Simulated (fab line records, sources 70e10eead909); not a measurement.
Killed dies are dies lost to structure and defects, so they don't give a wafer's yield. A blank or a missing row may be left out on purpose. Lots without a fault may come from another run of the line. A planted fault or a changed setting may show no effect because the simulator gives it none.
Chamber matching | flow nand_harc | NHARC_A_M0_DEP_32 on pecvd-04: 3 sister chambers
The step deposits SiCN, target thk 30 nm. 20 wafers are shown with their chamber, then 10 later ones without.

WAFERS WITH THEIR CHAMBER
wafer  | chamber | heater_power_w (W) | susceptor_temp_C (C)
L076.1 | 1       | 642                | 369.69
L076.2 | 0       | 568                | 369.72
L076.6 | 1       | 623                | 370.08
L075.3 | 2       | 508                | 369.84
L075.4 | 2       | 491                | 369.96
L075.6 | 1       | 580                | 369.75
L077.3 | 2       | 577                | 370.00
L077.5 | 2       | 567                | 369.89
L077.6 | 0       | 582                | 369.61
L079.2 | 0       | 502                | 369.97
L079.4 | 0       | 502                | 369.92
L079.5 | 1       | 579                | 370.14
L080.1 | 1       | 560                | 369.80
L080.2 | 2       | 534                | 370.16
L080.3 | 0       | 526                | 370.02
L082.3 | 1       | 612                | 370.20
L082.4 | 0       | 551                | 369.80
L082.5 | 1       | 595                | 369.85
L083.3 | 1       | 597                | 370.12
L083.4 | 2       | 595                | 370.04

SIGNATURES (means of the wafers above)
reading          | chamber 0 | chamber 1 | chamber 2 | scatter within a chamber
heater_power_w   | 538.50    | 598.50    | 545.33    | 33.5
susceptor_temp_C | 369.8400  | 369.9538  | 369.9817  | 0.167
Rule: a wafer's distance from a chamber is the root of the sum, over the readings, of the square of ((its reading less the chamber's mean) divided by the reading's scatter). The wafer belongs to the nearest chamber; if the next one is less than 2 further off, it can't be placed. The scatter: the root of (the sum of the squares of (reading less its chamber's mean) over the shown wafers, divided by (wafers less chambers)).

WAFERS WITHOUT THEIR CHAMBER
wafer  | heater_power_w (W) | susceptor_temp_C (C)
L083.6 | 584                | 370.35
L087.3 | 595                | 369.94
L087.5 | 560                | 370.26
L087.6 | 598                | 370.08
L088.3 | 526                | 370.20
L088.4 | 527                | 369.95
L088.5 | 663                | 370.13
L097.2 | 620                | 369.92
L097.3 | 498                | 370.04
L097.5 | 621                | 370.10

WHICH CHAMBER EACH WENT THROUGH
wafer  | from the rows above          | in truth
L083.6 | can't be placed: 1 or 2 or 0 | 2
L087.3 | can't be placed: 1 or 2 or 0 | 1
L087.5 | can't be placed: 2 or 1 or 0 | 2
L087.6 | can't be placed: 1 or 2 or 0 | 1
L088.3 | can't be placed: 2 or 0 or 1 | 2
L088.4 | can't be placed: 2 or 0 or 1 | 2
L088.5 | can't be placed: 1 or 2 or 0 | 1
L097.2 | can't be placed: 1 or 2 or 0 | 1
L097.3 | can't be placed: 2 or 0 or 1 | 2
L097.5 | can't be placed: 1 or 2 or 0 | 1
Placed correctly: 0 of 10. Can't be placed from these rows: 10 (the true chamber is among the candidates in 10). Placed wrongly: 0.
